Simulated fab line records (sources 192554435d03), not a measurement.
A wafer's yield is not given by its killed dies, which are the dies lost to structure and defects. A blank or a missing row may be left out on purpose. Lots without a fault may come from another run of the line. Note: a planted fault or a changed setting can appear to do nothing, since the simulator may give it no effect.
Tool commonality check :: flow n5-finfet :: Lots sampled 11, wafers sampled 33

== WHY THIS WAS OPENED ==
2 of 11 lots carry a flag on the reading M6_ILD_THK at N5_BEOL_M6_THK_MEAS_01. Fault-free wafers read 155.4 nm, with a standard deviation of 1.6.
Rule: flag the lot when none of its wafers has a number, or when each of its wafers that has one lies beyond 4 standard deviations from that mean. All remaining lots are regarded as sound.

lot: L833
measured: day 9 05:40
on: film-metro-02
M6_ILD_THK (nm), wafer by wafer: 159.9 156.9 157.7
flag: 

lot: L835
measured: day 10 03:58
on: film-metro-01
M6_ILD_THK (nm), wafer by wafer: 154.0 156.6 155.4
flag: 

lot: L836
measured: day 10 06:47
on: film-metro-01
M6_ILD_THK (nm), wafer by wafer: 154.2 154.6 151.5
flag: 

lot: L837
measured: day 10 10:33
on: film-metro-02
M6_ILD_THK (nm), wafer by wafer: 155.2 157.9 157.0
flag: 

lot: L842
measured: day 11 22:02
on: film-metro-02
M6_ILD_THK (nm), wafer by wafer: 144.0 146.4 146.6
flag: FLAGGED

lot: L844
measured: day 12 23:23
on: film-metro-01
M6_ILD_THK (nm), wafer by wafer: 145.0 146.8 148.1
flag: FLAGGED

lot: L845
measured: day 13 05:56
on: film-metro-02
M6_ILD_THK (nm), wafer by wafer: 154.8 157.6 155.5
flag: 

lot: L849
measured: day 14 04:17
on: film-metro-01
M6_ILD_THK (nm), wafer by wafer: 152.6 153.7 155.1
flag: 

lot: L853
measured: day 15 07:45
on: film-metro-01
M6_ILD_THK (nm), wafer by wafer: 152.9 154.7 156.9
flag: 

lot: L855
measured: day 15 16:22
on: film-metro-02
M6_ILD_THK (nm), wafer by wafer: 155.8 156.4 154.9
flag: 

lot: L856
measured: day 15 17:35
on: film-metro-02
M6_ILD_THK (nm), wafer by wafer: 156.0 157.3 154.5
flag: 
Average over the flagged lots: 146.2 nm; offset from the usual -9.2 nm, equal to -6 standard deviations.

== WHICH TOOL RAN EACH LOT ==
3 process steps preceding the reading are held in the record, out of 1938 steps in the route. Each cell gives the tool, then ch followed by the chambers the sampled wafers passed through, then the start.
lot: L833
flag: 
N5_BEOL_M5_SPUTTER_88: pvd-sputter-02, day 9 02:52
N5_BEOL_M5_ANNEAL_51: rtp-anneal-02 ch 0, day 9 04:18
N5_BEOL_M6_ILD_DEP_00: pecvd-04 ch 0,1,2, day 9 05:06

lot: L835
flag: 
N5_BEOL_M5_SPUTTER_88: pvd-sputter-02, day 9 23:08
N5_BEOL_M5_ANNEAL_51: rtp-anneal-01 ch 0, day 10 00:29
N5_BEOL_M6_ILD_DEP_00: pecvd-03 ch 0,1, day 10 03:14

lot: L836
flag: 
N5_BEOL_M5_SPUTTER_88: pvd-sputter-01, day 10 03:46
N5_BEOL_M5_ANNEAL_51: rtp-anneal-01 ch 0, day 10 05:17
N5_BEOL_M6_ILD_DEP_00: pecvd-01 ch 0,1,2, day 10 06:11

lot: L837
flag: 
N5_BEOL_M5_SPUTTER_88: pvd-sputter-03, day 10 07:23
N5_BEOL_M5_ANNEAL_51: rtp-anneal-01 ch 0, day 10 09:04
N5_BEOL_M6_ILD_DEP_00: pecvd-01 ch 1,2, day 10 09:58

lot: L842
flag: FLAGGED
N5_BEOL_M5_SPUTTER_88: pvd-sputter-02, day 11 19:04
N5_BEOL_M5_ANNEAL_51: rtp-anneal-02 ch 0, day 11 20:31
N5_BEOL_M6_ILD_DEP_00: pecvd-01 ch 0, day 11 21:26

lot: L844
flag: FLAGGED
N5_BEOL_M5_SPUTTER_88: pvd-sputter-03, day 12 20:36
N5_BEOL_M5_ANNEAL_51: rtp-anneal-01 ch 0, day 12 22:02
N5_BEOL_M6_ILD_DEP_00: pecvd-01 ch 0,1,2, day 12 22:50

lot: L845
flag: 
N5_BEOL_M5_SPUTTER_88: pvd-sputter-01, day 13 03:05
N5_BEOL_M5_ANNEAL_51: rtp-anneal-02 ch 0, day 13 04:26
N5_BEOL_M6_ILD_DEP_00: pecvd-04 ch 0,2, day 13 05:22

lot: L849
flag: 
N5_BEOL_M5_SPUTTER_88: pvd-sputter-01, day 14 01:25
N5_BEOL_M5_ANNEAL_51: rtp-anneal-02 ch 0, day 14 02:50
N5_BEOL_M6_ILD_DEP_00: pecvd-04 ch 0,1, day 14 03:42

lot: L853
flag: 
N5_BEOL_M5_SPUTTER_88: pvd-sputter-03, day 15 04:13
N5_BEOL_M5_ANNEAL_51: rtp-anneal-01 ch 0, day 15 05:44
N5_BEOL_M6_ILD_DEP_00: pecvd-04 ch 1,2, day 15 07:09

lot: L855
flag: 
N5_BEOL_M5_SPUTTER_88: pvd-sputter-03, day 15 13:34
N5_BEOL_M5_ANNEAL_51: rtp-anneal-01 ch 0, day 15 14:56
N5_BEOL_M6_ILD_DEP_00: pecvd-03 ch 1,2, day 15 15:47

lot: L856
flag: 
N5_BEOL_M5_SPUTTER_88: pvd-sputter-01, day 15 14:41
N5_BEOL_M5_ANNEAL_51: rtp-anneal-01 ch 0, day 15 16:10
N5_BEOL_M6_ILD_DEP_00: pecvd-03 ch 1,2, day 15 17:01
What is done by these steps:
- N5_BEOL_M5_SPUTTER_88: material Cu, target thk 15 nm, time 27.62 s.
- N5_BEOL_M5_ANNEAL_51: time 90 s.
- N5_BEOL_M6_ILD_DEP_00: deposits SiCOH lowk from DEMS/porogen, target thk 179.75 nm, time 33.4 s.
- N5_BEOL_M6_THK_MEAS_01

== FLAGGED AGAINST TOTAL, ONE TOOL AT A TIME (gauges that did the reading follow at the end) ==
step: N5_BEOL_M5_SPUTTER_88
tool: pvd-sputter-01
lots run: 4
flagged: 0
share of the flagged lots: none
sound lots run after its first flagged lot: -

step: N5_BEOL_M5_SPUTTER_88
tool: pvd-sputter-02
lots run: 3
flagged: 1
share of the flagged lots: some
sound lots run after its first flagged lot: 0

step: N5_BEOL_M5_SPUTTER_88
tool: pvd-sputter-03
lots run: 4
flagged: 1
share of the flagged lots: some
sound lots run after its first flagged lot: 2 (L853,L855)

step: N5_BEOL_M5_ANNEAL_51
tool: rtp-anneal-01
lots run: 7
flagged: 1
share of the flagged lots: some
sound lots run after its first flagged lot: 3 (L853,L855,L856)

step: N5_BEOL_M5_ANNEAL_51
tool: rtp-anneal-02
lots run: 4
flagged: 1
share of the flagged lots: some
sound lots run after its first flagged lot: 2 (L845,L849)

step: N5_BEOL_M6_ILD_DEP_00
tool: pecvd-01
lots run: 4
flagged: 2
share of the flagged lots: all
sound lots run after its first flagged lot: 0

step: N5_BEOL_M6_ILD_DEP_00
tool: pecvd-03
lots run: 3
flagged: 0
share of the flagged lots: none
sound lots run after its first flagged lot: -

step: N5_BEOL_M6_ILD_DEP_00
tool: pecvd-04
lots run: 4
flagged: 0
share of the flagged lots: none
sound lots run after its first flagged lot: -

step: N5_BEOL_M6_THK_MEAS_01
tool: film-metro-01
lots run: 5
flagged: 1
share of the flagged lots: some
sound lots run after its first flagged lot: 2 (L849,L853)

step: N5_BEOL_M6_THK_MEAS_01
tool: film-metro-02
lots run: 6
flagged: 1
share of the flagged lots: some
sound lots run after its first flagged lot: 3 (L845,L855,L856)

== WHAT THE TABLE ALLOWS ==
In the table, 1 row covers all flagged lots: pecvd-01 at N5_BEOL_M6_ILD_DEP_00.
- pecvd-01 at N5_BEOL_M6_ILD_DEP_00: 2 of its 4 lots flagged. It ran its last sound lot, L837, at day 10 09:58 and its first flagged lot, L842, at day 11 21:26: a fault with its onset between the two fits. Its own readings (susceptor-temp-C) fall more than 4 standard deviations out on all wafers of the flagged lots.
What remains is a single tool, pecvd-01 at N5_BEOL_M6_ILD_DEP_00.

== WHAT THE SIMULATOR HAD PUT IN ==
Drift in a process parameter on pecvd-01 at N5_BEOL_M6_ILD_DEP_00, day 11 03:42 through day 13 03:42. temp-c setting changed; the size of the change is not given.
Lots struck among those shown: L842, L844. The rule given above showed the same thing.
